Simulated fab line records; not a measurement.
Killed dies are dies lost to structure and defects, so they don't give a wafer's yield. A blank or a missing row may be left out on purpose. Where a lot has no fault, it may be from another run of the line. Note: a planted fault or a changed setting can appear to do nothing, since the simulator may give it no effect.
fab line records    flow n5_finfet    part 1 of 2: steps 1 to 19 of 27
record lots=5  wafers=15  last_day=18
route steps=1938 shown BEOL_M0_SAQP@640
lots with no fault: from the same line, run without faults
start_h: the number of hours between the record's first day and the start of the first shown wafer of the lot    wait_h: hours since the lot's step before    " same as the row above    L1.1+2: a row that stands for several wafers    - no value, or no start given    * or withheld: withheld    < > ~ a bound
route shown NAME@n: NAME is a module with steps in the file, n the number in the route of the first one    usual: mean and standard deviation over wafers with no fault    same: alike in all rows    chamber/n: place in a boat    sites: the reading at each site    _std_site: standard deviation across them    _edge_site: the outer-site mean with the inner-site mean subtracted    radius_mm: for every site, how far away it sits from the centre of the wafer    mask NAME#n: copy n    behind: the tool/chamber that last shaped the wafer    hold: cause of the lot's hold/its duration in hours/its outcome    device: the n, p or np transistor that did not switch    end of line: tests of these same wafers at the route's end    a step given without rows: its recipe and nothing more    killed: not the wafer's yield, but the dies lost to structure and defects at the first sort    map: dies across one wafer; x = killed, . = not, _ = none there
set.NAME: the run value of the setting; set.NAME@STEP: its run value at that earlier step    model.NAME: the simulator's own value behind a step, which no gauge read
lots at some steps of the route; a table a step, a row a wafer
services: the hour from which a tool's chamber was out of use, counted from the record's first day as start_h (under 0 if before that day), plus the number of hours and why
## steps
# step N5_BEOL_M0_SAQP_HM_DEP_111
# recipe material=SiO2  target_thk_a=120  temp_c=400  precursor=SiH4/N2O  pressure_torr=0.75  rf_w=275  time_s=7.2
# usual heater_power_w=864/110  showerhead_plenum_p_Torr=8.11/0.099  showerhead_vpp_V=1013/37
lot.wafer  tool      chamber  start_h  wait_h  heater_power_w  showerhead_plenum_p_Torr  showerhead_vpp_V
L076.1     pecvd-03  1        123.78   0.0     957             8.16                      1025
L076.2     "         2        "        "       813             8.08                      992
L076.4     "         1        "        "       962             8.18                      1008
L079.2     pecvd-03  2        139.46   0.0     763             8.09                      1005
L079.5     "         2        "        "       760             8.08                      1006
L079.6     "         1        "        "       999             8.17                      1020
L087.2     pecvd-01  1        187.43   0.0     1028            8.10                      948
L087.4     "         0        "        "       832             8.07                      1012
L087.5     "         1        "        "       1011            8.12                      976
L090.2     pecvd-04  0        205.85   0.0     994             8.19                      1080
L090.4     "         0        "        "       995             8.20                      1064
L090.6     "         0        "        "       1014            8.19                      1055
L095.2     pecvd-04  2        238.90   0.0     799             8.05                      1036
L095.3     "         0        "        "       850             8.20                      1039
L095.6     "         0        "        "       858             8.19                      1079
# step N5_BEOL_M0_SAQP_COAT_81
# recipe resist=SOC  temp_c=250  time_s=60  spin_rpm=1500  resist_thk_nm=100
# usual resist_line_temp_C=23.00/0.098
lot.wafer  tool            chamber  start_h  wait_h  resist_line_temp_C
L076.1     litho_track-05  0        123.85   0.1     22.97
L076.2     "               0        "        "       22.85
L076.4     "               0        "        "       23.03
L079.2     litho_track-05  0        139.54   0.1     22.88
L079.5     "               0        "        "       22.79
L079.6     "               0        "        "       22.87
L087.2     litho_track-05  0        187.50   0.1     23.07
L087.4     "               0        "        "       23.06
L087.5     "               0        "        "       23.07
L090.2     litho_track-05  0        205.96   0.1     23.17
L090.4     "               0        "        "       23.07
L090.6     "               0        "        "       23.08
L095.2     litho_track-05  0        238.97   0.1     23.00
L095.3     "               0        "        "       23.00
L095.6     "               0        "        "       22.98
# step N5_BEOL_M0_SAQP_COAT_82
# recipe resist=SiARC  temp_c=220  time_s=60  spin_rpm=1500  resist_thk_nm=30
# usual resist_line_temp_C=22.99/0.098
lot.wafer  tool            chamber  start_h  wait_h  resist_line_temp_C
L076.1     litho_track-05  0        -        -       23.07
L076.2     "               0        "        "       23.06
L076.4     "               0        "        "       22.83
L079.2     litho_track-05  0        -        -       23.04
L079.5     "               0        "        "       22.87
L079.6     "               0        "        "       23.07
L087.2     litho_track-05  0        -        -       23.05
L087.4     "               0        "        "       23.07
L087.5     "               0        "        "       23.09
L090.2     litho_track-05  0        -        -       23.03
L090.4     "               0        "        "       22.78
L090.6     "               0        "        "       22.92
L095.2     litho_track-05  0        -        -       23.02
L095.3     "               0        "        "       23.04
L095.6     "               0        "        "       22.97
# step N5_BEOL_M0_SAQP_COAT_08
# recipe resist=CAR-ArF  spin_rpm=1500  resist_thk_nm=90
# usual resist_line_temp_C=22.98/0.11
lot.wafer  tool            chamber  start_h  wait_h  resist_line_temp_C
L076.1     litho_track-05  0        -        -       22.96
L076.2     "               0        "        "       23.00
L076.4     "               0        "        "       23.08
L079.2     litho_track-05  0        -        -       22.97
L079.5     "               0        "        "       22.94
L079.6     "               0        "        "       23.15
L087.2     litho_track-05  0        -        -       23.03
L087.4     "               0        "        "       22.84
L087.5     "               0        "        "       22.81
L090.2     litho_track-05  0        -        -       23.07
L090.4     "               0        "        "       22.90
L090.6     "               0        "        "       23.02
L095.2     litho_track-05  0        -        -       22.94
L095.3     "               0        "        "       22.99
L095.6     "               0        "        "       22.93
# step N5_BEOL_M0_SAQP_EBR_10
# recipe solvent=PGMEA  ebr_width_mm=1.5
# usual resist_line_temp_C=22.99/0.11
lot.wafer  tool            chamber  start_h  wait_h  resist_line_temp_C
L076.1     litho_track-05  0        -        -       23.03
L076.2     "               0        "        "       23.04
L076.4     "               0        "        "       23.03
L079.2     litho_track-05  0        -        -       23.07
L079.5     "               0        "        "       23.04
L079.6     "               0        "        "       22.92
L087.2     litho_track-05  0        -        -       23.19
L087.4     "               0        "        "       23.17
L087.5     "               0        "        "       23.16
L090.2     litho_track-05  0        -        -       22.71
L090.4     "               0        "        "       22.90
L090.6     "               0        "        "       22.92
L095.2     litho_track-05  0        -        -       23.04
L095.3     "               0        "        "       22.85
L095.6     "               0        "        "       23.14
# step N5_BEOL_M0_SAQP_SOFTBAKE_09
# recipe temp_c=110  time_s=60  resist=CAR-ArF
# usual resist_line_temp_C=22.99/0.12
lot.wafer  tool            chamber  start_h  wait_h  resist_line_temp_C
L076.1     litho_track-05  0        -        -       22.74
L076.2     "               0        "        "       22.89
L076.4     "               0        "        "       22.74
L079.2     litho_track-05  0        -        -       23.06
L079.5     "               0        "        "       22.96
L079.6     "               0        "        "       22.96
L087.2     litho_track-05  0        -        -       22.81
L087.4     "               0        "        "       22.97
L087.5     "               0        "        "       23.07
L090.2     litho_track-05  0        -        -       23.14
L090.4     "               0        "        "       23.06
L090.6     "               0        "        "       23.10
L095.2     litho_track-05  0        -        -       23.00
L095.3     "               0        "        "       23.11
L095.6     "               0        "        "       22.94
# step N5_BEOL_M0_SAQP_EXPOSE_11
# recipe mask_id=M0_CORE  na=1.35  source_shape=dipole  sigma_inner=0.538  sigma_outer=0.738  polarization=te  target_cd_nm=42  dose_mj=55
# usual stage_vel_mm_s=499.96/0.23
lot.wafer  tool             chamber  start_h  wait_h  mask       stage_vel_mm_s
L076.1     arfi_scanner-03  0        123.97   -       M0_CORE#0  499.85
L076.2     "                0        "        "       M0_CORE#0  499.92
L076.4     "                0        "        "       M0_CORE#0  499.48
L079.2     arfi_scanner-01  0        139.66   -       M0_CORE#0  499.64
L079.5     "                0        "        "       M0_CORE#0  499.80
L079.6     "                0        "        "       M0_CORE#0  500.40
L087.2     arfi_scanner-03  0        187.63   -       M0_CORE#0  500.25
L087.4     "                0        "        "       M0_CORE#0  499.55
L087.5     "                0        "        "       M0_CORE#0  500.02
L090.2     arfi_scanner-03  0        206.20   -       M0_CORE#0  500.22
L090.4     "                0        "        "       M0_CORE#0  500.36
L090.6     "                0        "        "       M0_CORE#0  500.03
L095.2     arfi_scanner-02  0        239.10   -       M0_CORE#0  499.54
L095.3     "                0        "        "       M0_CORE#0  500.13
L095.6     "                0        "        "       M0_CORE#0  499.89
# step N5_BEOL_M0_SAQP_PEB_12
# recipe peb_temp_c=withheld  peb_time_s=60  resist=CAR-ArF
# usual resist_line_temp_C=23.00/0.1
lot.wafer  tool            chamber  start_h  wait_h  resist_line_temp_C
L076.1     litho_track-02  0        124.03   0.1     22.89
L076.2     "               0        "        "       23.10
L076.4     "               0        "        "       22.93
L079.2     litho_track-05  0        139.71   0.0     23.06
L079.5     "               0        "        "       23.06
L079.6     "               0        "        "       23.01
L087.2     litho_track-02  0        187.68   0.0     23.13
L087.4     "               0        "        "       23.03
L087.5     "               0        "        "       23.13
L090.2     litho_track-03  0        206.26   0.0     22.96
L090.4     "               0        "        "       23.00
L090.6     "               0        "        "       22.96
L095.2     litho_track-03  0        239.15   0.0     22.97
L095.3     "               0        "        "       23.06
L095.6     "               0        "        "       23.21
# step N5_BEOL_M0_SAQP_DEVELOP_13
# recipe develop_time_s=30  developer=TMAH  resist=CAR-ArF  dev_temp_c=23  rinse_liquid=diw  dry=air_spin
# usual resist_line_temp_C=23.00/0.11
lot.wafer  tool            chamber  start_h  wait_h  resist_line_temp_C
L076.1     litho_track-02  0        -        -       22.87
L076.2     "               0        "        "       23.05
L076.4     "               0        "        "       23.00
L079.2     litho_track-05  0        -        -       23.02
L079.5     "               0        "        "       22.95
L079.6     "               0        "        "       22.98
L087.2     litho_track-02  0        -        -       22.96
L087.4     "               0        "        "       22.94
L087.5     "               0        "        "       22.90
L090.2     litho_track-03  0        -        -       23.08
L090.4     "               0        "        "       23.31
L090.6     "               0        "        "       23.23
L095.2     litho_track-03  0        -        -       22.89
L095.3     "               0        "        "       22.91
L095.6     "               0        "        "       23.05
# step N5_BEOL_M0_SAQP_CD_MEAS_14
# recipe target_cd_nm=42.5  landing_energy_ev=500  detector=se_inlens
# usual cd_nm=42.8/0.4
lot.wafer  tool       chamber  start_h  wait_h  cd_nm
L076.1     cd_sem-01  0        124.10   -       42.5
L076.2     "          0        "        "       42.1
L076.4     "          0        "        "       42.2
L079.2     cd_sem-03  0        139.78   -       42.9
L079.5     "          0        "        "       43.0
L079.6     "          0        "        "       43.0
L087.2     cd_sem-01  0        187.75   -       42.8
L087.4     "          0        "        "       43.3
L087.5     "          0        "        "       42.0
L090.2     cd_sem-03  0        206.33   -       43.1
L090.4     "          0        "        "       42.5
L090.6     "          0        "        "       42.7
L095.2     cd_sem-02  0        239.22   -       42.2
L095.3     "          0        "        "       42.5
L095.6     "          0        "        "       42.9
# step N5_BEOL_M0_SAQP_OVL_MEAS_15
# recipe points_per_wafer=44
# usual M0_CORE_OVL=-0.1/0.67
lot.wafer  tool        chamber  start_h  wait_h  M0_CORE_OVL[nm]
L076.1     overlay-01  0        124.13   0.0     -0.5
L076.2     "           0        "        "       -0.4
L076.4     "           0        "        "       -0.7
L079.2     overlay-01  0        139.81   0.0     1.1
L079.5     "           0        "        "       0.9
L079.6     "           0        "        "       -0.3
L087.2     overlay-01  0        187.78   0.0     -0.6
L087.4     "           0        "        "       -0.5
L087.5     "           0        "        "       -0.5
L090.2     overlay-02  0        206.36   0.0     0.1
L090.4     "           0        "        "       -0.3
L090.6     "           0        "        "       0.5
L095.2     overlay-02  0        239.25   0.0     -1.9
L095.3     "           0        "        "       -0.1
L095.6     "           0        "        "       -0.9
# step N5_BEOL_M0_SAQP_INSPECT_16
# recipe mode=adi  inspect_instrument=brightfield
# usual raw_defect_count=506/130
lot.wafer  tool               chamber  start_h  wait_h  raw_defect_count
L076.1     defect_inspect-02  -        124.15   0.0     628
L076.2     "                  -        "        "       623
L076.4     "                  -        "        "       448
L079.2     defect_inspect-01  -        139.83   0.0     415
L079.5     "                  -        "        "       309
L079.6     "                  -        "        "       356
L087.2     defect_inspect-01  -        187.80   0.0     547
L087.4     "                  -        "        "       347
L087.5     "                  -        "        "       402
L090.2     defect_inspect-01  -        206.38   0.0     563
L090.4     "                  -        "        "       475
L090.6     "                  -        "        "       535
L095.2     defect_inspect-02  -        239.27   0.0     435
L095.3     "                  -        "        "       428
L095.6     "                  -        "        "       455
# step N5_BEOL_M0_SAQP_DESCUM_19
# recipe chemistry=O2  time_s=7.9  source_power_w=50  bias_power_w=20  pressure_mtorr=20  rf_frequency_hz=2.712e+07  temp_c=40  resist=CAR-ArF  o2_flow_sccm=225
# usual drypump_motor_current_A=5.7/0.42  oes_product_au=0.76/0.083  rf_vpp_V=243.1/1.3  showerhead_plenum_p_Torr=2.09/0.083  throttle_valve_pct=20.48/0.23
lot.wafer  tool         chamber  start_h  wait_h  drypump_motor_current_A  oes_product_au  rf_hours_counter_h  rf_vpp_V  showerhead_plenum_p_Torr  throttle_valve_pct
L076.1     rie_diel-02  0        124.19   0.0     5.7                      0.67            236                 244.8     2.15                      20.57
L076.2     "            1        "        "       6.3                      0.68            230                 241.6     2.04                      20.27
L076.4     "            2        "        "       5.8                      0.78            121                 243.4     2.10                      20.60
L079.2     rie_diel-04  3        139.87   0.0     6.2                      0.88            37                  243.6     2.24                      20.56
L079.5     "            1        "        "       5.2                      0.68            -                   243.5     2.17                      20.63
L079.6     "            0        "        "       5.5                      0.70            -                   242.6     1.97                      20.49
L087.2     rie_diel-04  2        187.84   0.0     5.8                      0.74            166                 242.0     2.06                      20.27
L087.4     "            0        "        "       5.5                      0.69            220                 243.8     1.97                      20.52
L087.5     "            0        "        "       5.5                      0.69            -                   240.9     1.97                      20.52
L090.2     rie_diel-03  3        206.41   0.0     5.6                      0.70            193                 243.6     2.17                      20.41
L090.4     "            2        "        "       6.0                      0.76            174                 240.5     1.99                      20.46
L090.6     "            1        "        "       5.7                      0.77            -                   243.7     2.08                      20.17
L095.2     rie_diel-04  0        239.30   0.0     5.5                      0.69            234                 241.9     1.96                      20.55
L095.3     "            3        "        "       6.3                      0.84            66                  244.9     2.23                      20.59
L095.6     "            2        "        "       5.8                      0.72            -                   244.2     2.06                      20.28
# step N5_BEOL_M0_SAQP_ETCH_83
# recipe chemistry=CF4  target=SiARC  target_depth_a=390  mask_material=CAR-ArF  time_s=65  ion_energy_ev=80  pressure_mtorr=40  source_w=545  bias_w=36  Ar_flow_sccm=100  cf4_flow_sccm=100  ends=cleared
# usual cf4_flow_sccm=100.0/0.32  drypump_motor_current_A=5.7/0.42  etch_rf_on_time_s=65.5/1.4  oes_product_au=0.65/0.07  rf_vpp_V=184.0/1.3  showerhead_plenum_p_Torr=2.14/0.074  throttle_valve_pct=15.68/0.19
lot.wafer  tool         chamber  start_h  wait_h  cf4_flow_sccm  drypump_motor_current_A  etch_rf_on_time_s  oes_product_au  rf_hours_counter_h  rf_vpp_V  showerhead_plenum_p_Torr  throttle_valve_pct
L076.1     rie_diel-02  0        124.22   0.0     99.7           5.7                      65.6               0.58            236                 184.0     2.18                      15.70
L076.2     "            1        "        "       100.1          6.3                      67.9               0.58            230                 184.9     2.11                      15.66
L076.4     "            2        "        "       100.6          5.9                      64.3               0.67            121                 183.7     2.16                      15.79
L079.2     rie_diel-04  3        139.90   0.0     99.9           6.3                      66.7               0.75            37                  186.8     2.28                      15.56
L079.5     "            1        "        "       100.8          5.2                      67.7               0.58            -                   185.2     2.20                      15.72
L079.6     "            0        "        "       100.0          5.5                      66.9               0.60            -                   184.7     2.03                      15.78
L087.2     rie_diel-04  2        187.87   0.0     100.1          5.8                      64.6               0.62            166                 185.3     2.14                      15.65
L087.4     "            0        "        "       100.2          5.5                      65.8               0.60            220                 182.5     2.03                      15.81
L087.5     "            0        "        "       100.0          5.5                      65.6               0.60            -                   182.0     2.03                      15.82
L090.2     rie_diel-03  3        206.45   0.0     100.2          5.5                      65.3               0.61            193                 186.2     2.22                      15.68
L090.4     "            2        "        "       100.5          6.0                      65.0               0.65            174                 183.8     2.06                      15.72
L090.6     "            1        "        "       100.0          5.7                      64.5               0.66            -                   184.4     2.14                      15.44
L095.2     rie_diel-04  0        239.34   0.0     100.0          5.5                      66.3               0.59            234                 182.0     2.03                      15.83
L095.3     "            3        "        "       100.3          6.3                      67.2               0.70            66                  185.7     2.26                      15.61
L095.6     "            2        "        "       99.4           5.8                      64.9               0.62            -                   183.1     2.13                      15.68
# step N5_BEOL_M0_SAQP_ETCH_84
# recipe chemistry=N2/H2  target=SOC  target_depth_a=1000  overetch_a=200  mask_material=SiARC  temp_c=40  time_s=150  ion_energy_ev=200  pressure_mtorr=30  source_w=840  bias_w=150  n2_flow_sccm=200  h2_flow_sccm=200
# usual drypump_motor_current_A=5.7/0.42  oes_product_au=0.68/0.073  rf_vpp_V=523.7/2.6  showerhead_plenum_p_Torr=2.54/0.096  throttle_valve_pct=17.93/0.2
lot.wafer  tool         chamber  start_h  wait_h  drypump_motor_current_A  oes_product_au  rf_hours_counter_h  rf_vpp_V  showerhead_plenum_p_Torr  throttle_valve_pct
L076.1     rie_diel-02  0        124.27   0.0     5.7                      0.61            236                 526.2     2.63                      18.15
L076.2     "            1        "        "       6.4                      0.62            230                 522.5     2.50                      17.77
L076.4     "            2        "        "       5.8                      0.70            121                 523.6     2.56                      18.11
L079.2     rie_diel-04  3        139.95   0.0     6.3                      0.79            37                  528.0     2.70                      17.88
L079.5     "            1        "        "       5.2                      0.61            -                   527.0     2.63                      18.07
L079.6     "            0        "        "       5.5                      0.64            -                   519.4     2.42                      18.12
L087.2     rie_diel-04  2        187.92   0.0     5.8                      0.66            166                 523.2     2.53                      17.70
L087.4     "            0        "        "       5.5                      0.63            220                 520.5     2.41                      18.15
L087.5     "            0        "        "       5.5                      0.63            -                   521.1     2.41                      18.13
L090.2     rie_diel-03  3        206.50   0.0     5.5                      0.63            193                 527.8     2.64                      17.85
L090.4     "            2        "        "       6.0                      0.68            174                 520.4     2.44                      17.99
L090.6     "            1        "        "       5.7                      0.69            -                   523.4     2.54                      17.61
L095.2     rie_diel-04  0        239.39   0.0     5.5                      0.62            234                 521.3     2.41                      18.16
L095.3     "            3        "        "       6.3                      0.75            66                  527.8     2.69                      17.91
L095.6     "            2        "        "       5.8                      0.65            -                   525.1     2.52                      17.76
# step N5_BEOL_M0_SAQP_STRIP_80
# recipe chemistry=N2/H2  temp_c=40  n2_flow_sccm=200  h2_flow_sccm=200  rf_frequency_hz=6e+07
lot.wafer   tool         chamber  start_h  wait_h
L076.1+2+4  rie_diel-02  0,1,2    124.37   0.0
L079.2+5+6  rie_diel-04  3,1,0    140.05   0.0
L087.2+4+5  rie_diel-04  2,0,0    188.02   0.0
L090.2+4+6  rie_diel-03  3,2,1    206.59   0.0
L095.2+3+6  rie_diel-04  0,3,2    239.49   0.0
# step N5_BEOL_M0_SAQP_HM_OPEN_112
# recipe chemistry=CHF3/O2  target=SiO2  stop_on=a-Si  target_depth_a=120  over_etch_frac=1.25  mask_material=SOC  time_s=13.5  pressure_mtorr=30  source_w=650  bias_w=170  Ar_flow_sccm=200  CHF3_flow_sccm=50  O2_flow_sccm=5  ion_energy_ev=200  ends=end_point
# usual drypump_motor_current_A=5.7/0.42  oes_product_au=0.50/0.053  rf_vpp_V=522/8.3  showerhead_plenum_p_Torr=2.41/0.084  throttle_valve_pct=18.93/0.17
lot.wafer  tool         chamber  start_h  wait_h  drypump_motor_current_A  oes_product_au  rf_hours_counter_h  rf_vpp_V  showerhead_plenum_p_Torr  throttle_valve_pct
L076.1     rie_diel-02  0        124.38   0.0     5.7                      0.45            236                 528       2.47                      18.93
L076.2     "            1        "        "       6.3                      0.45            230                 518       2.40                      18.97
L076.4     "            2        "        "       5.9                      0.51            121                 528       2.43                      19.08
L079.2     rie_diel-04  3        140.06   0.0     6.3                      0.57            37                  514       2.56                      18.81
L079.5     "            1        "        "       5.2                      0.44            -                   530       2.49                      19.00
L079.6     "            0        "        "       5.5                      0.47            -                   516       2.30                      19.09
L087.2     rie_diel-04  2        188.03   0.0     5.8                      0.48            166                 512       2.41                      18.86
L087.4     "            0        "        "       5.5                      0.46            220                 516       2.30                      19.12
L087.5     "            0        "        "       5.5                      0.46            -                   517       2.30                      19.09
L090.2     rie_diel-03  3        206.60   0.0     5.5                      0.45            193                 516       2.49                      18.85
L090.4     "            2        "        "       6.0                      0.49            174                 522       2.30                      18.90
L090.6     "            1        "        "       5.7                      0.51            -                   538       2.42                      18.72
L095.2     rie_diel-04  0        239.50   0.0     5.5                      0.44            234                 515       2.29                      19.14
L095.3     "            3        "        "       6.3                      0.54            66                  515       2.55                      18.87
L095.6     "            2        "        "       5.8                      0.47            -                   513       2.40                      18.89
# step N5_BEOL_M0_SAQP_STRIP_113
# recipe chemistry=CHF3/O2  resist=SiARC  rf_frequency_hz=6e+07
lot.wafer   tool         chamber  start_h  wait_h
L076.1+2+4  rie_diel-02  0,1,2    124.43   0.0
L079.2+5+6  rie_diel-04  3,1,0    140.11   0.0
L087.2+4+5  rie_diel-04  2,0,0    188.08   0.0
L090.2+4+6  rie_diel-03  3,2,1    206.66   0.0
L095.2+3+6  rie_diel-04  0,3,2    239.55   0.0
# step N5_BEOL_M0_SAQP_MANDREL_ETCH_20
# recipe target_depth_a=600  chemistry=HBr/Cl2  target=a-Si  stop_on=SiNx  bt_time_s=10  mask_material=SOC  over_etch_frac=0.5  time_s=30  pressure_mtorr=10  icp_w=800  bias_w=75  HBr_flow_sccm=150  Cl2_flow_sccm=80  ends=end_point
# usual drypump_motor_current_A=5.8/0.39  he_backside_leak_sccm=2.8/0.37  oes_product_au=0.777/0.012  throttle_valve_pct=35.51/0.28
lot.wafer  tool       chamber  start_h  wait_h  drypump_motor_current_A  he_backside_leak_sccm  oes_product_au  rf_hours_counter_h  throttle_valve_pct
L076.1     rie_si-02  1        124.46   0.0     5.8                      3.0                    0.764           158                 35.07
L076.2     "          3        "        "       5.6                      2.9                    0.757           190                 35.89
L076.4     "          0        "        "       5.3                      2.6                    0.776           188                 35.34
L079.2     rie_si-02  1        140.14   0.0     5.8                      3.0                    0.779           158                 35.03
L079.5     "          1        "        "       5.8                      2.9                    0.781           -                   35.02
L079.6     "          2        "        "       5.7                      2.6                    0.779           -                   35.07
L087.2     rie_si-06  2        188.11   0.0     5.1                      3.6                    0.781           185                 35.31
L087.4     "          1        "        "       6.0                      2.4                    0.776           -                   35.75
L087.5     "          3        "        "       5.4                      2.7                    0.759           -                   35.74
L090.2     rie_si-06  2        206.69   0.0     5.1                      3.4                    0.771           185                 35.28
L090.4     "          2        "        "       5.1                      3.4                    0.779           -                   35.28
L090.6     "          1        "        "       6.0                      2.3                    0.774           -                   35.75
L095.2     rie_si-05  0        239.58   0.0     6.4                      2.6                    0.773           130                 35.81
L095.3     "          3        "        "       6.0                      2.7                    0.772           2                   35.08
L095.6     "          0        "        "       6.4                      2.5                    0.794           -                   35.79
